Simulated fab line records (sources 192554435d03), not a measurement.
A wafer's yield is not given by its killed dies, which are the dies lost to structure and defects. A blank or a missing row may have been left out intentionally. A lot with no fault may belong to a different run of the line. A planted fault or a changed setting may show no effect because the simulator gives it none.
Matching of chambers    flow n5 finfet    4 sister chambers for N5_BEOL_M10_ETCH_65 on rie diel-03
The step etches SiARC in CF4, target depth 39 nm, time 65 s. 16 wafers are shown with their chamber, then 8 later ones without.

## WAFERS, EACH WITH ITS CHAMBER
wafer   chamber  showerhead plenum p Torr (Torr)  etch rf on time s (s)  rf vpp V (V)
L076.1  1        2.20                             63.6                   184.3
L076.2  2        2.12                             66.3                   183.6
L076.5  0        2.05                             64.5                   183.3
L078.2  3        2.25                             65.2                   186.3
L078.3  2        2.12                             65.2                   182.3
L078.6  3        2.25                             65.9                   184.5
L081.1  3        2.25                             65.2                   186.9
L081.3  0        2.05                             64.2                   183.1
L081.6  3        2.25                             65.6                   186.6
L082.2  0        2.05                             64.2                   181.8
L082.3  1        2.20                             63.4                   185.8
L082.5  3        2.25                             65.9                   185.4
L085.1  2        2.12                             65.7                   184.2
L085.2  0        2.04                             64.2                   183.1
L085.3  1        2.19                             63.9                   185.2
L089.1  1        2.19                             63.5                   183.8

SIGNATURES (averages over the wafers above)
reading                   chamber 0  chamber 1  chamber 2  chamber 3  scatter within a chamber
showerhead plenum p Torr  2.0475     2.1950     2.1200     2.2500     0.00382
etch rf on time s         64.275     63.600     65.733     65.560     0.33
rf vpp V                  182.825    184.775    183.367    185.940    0.893
Rule: distance of a wafer from a chamber = root of the sum over the readings of ((wafer's reading minus chamber's mean) / reading's scatter) squared. If the next closest chamber is less than 2 further off than the closest, the wafer can't be placed; otherwise it belongs to the closest. How the scatter is found: for the shown wafers, subtract from each reading the mean of its chamber, square and add these, divide the total by (wafers less chambers), then take the root.

## WAFERS WITHOUT THEIR CHAMBER
wafer   showerhead plenum p Torr (Torr)  etch rf on time s (s)  rf vpp V (V)
L089.2  2.04                             64.5                   182.7
L089.6  2.19                             63.3                   183.1
L092.1  2.24                             65.5                   185.1
L092.2  2.04                             63.8                   182.3
L092.5  2.11                             65.3                   184.0
L093.1  2.11                             66.5                   182.8
L093.2  2.04                             64.8                   183.3
L093.5  2.24                             66.4                   186.5

## CHAMBER TAKEN BY EACH
wafer   from the rows above  in truth
L089.2  0                    0
L089.6  1                    1
L092.1  3                    3
L092.2  0                    0
L092.5  2                    2
L093.1  2                    2
L093.2  0                    0
L093.5  3                    3
8 of 8 placed correctly. Not placeable from these rows: 0. 0 placed wrongly.
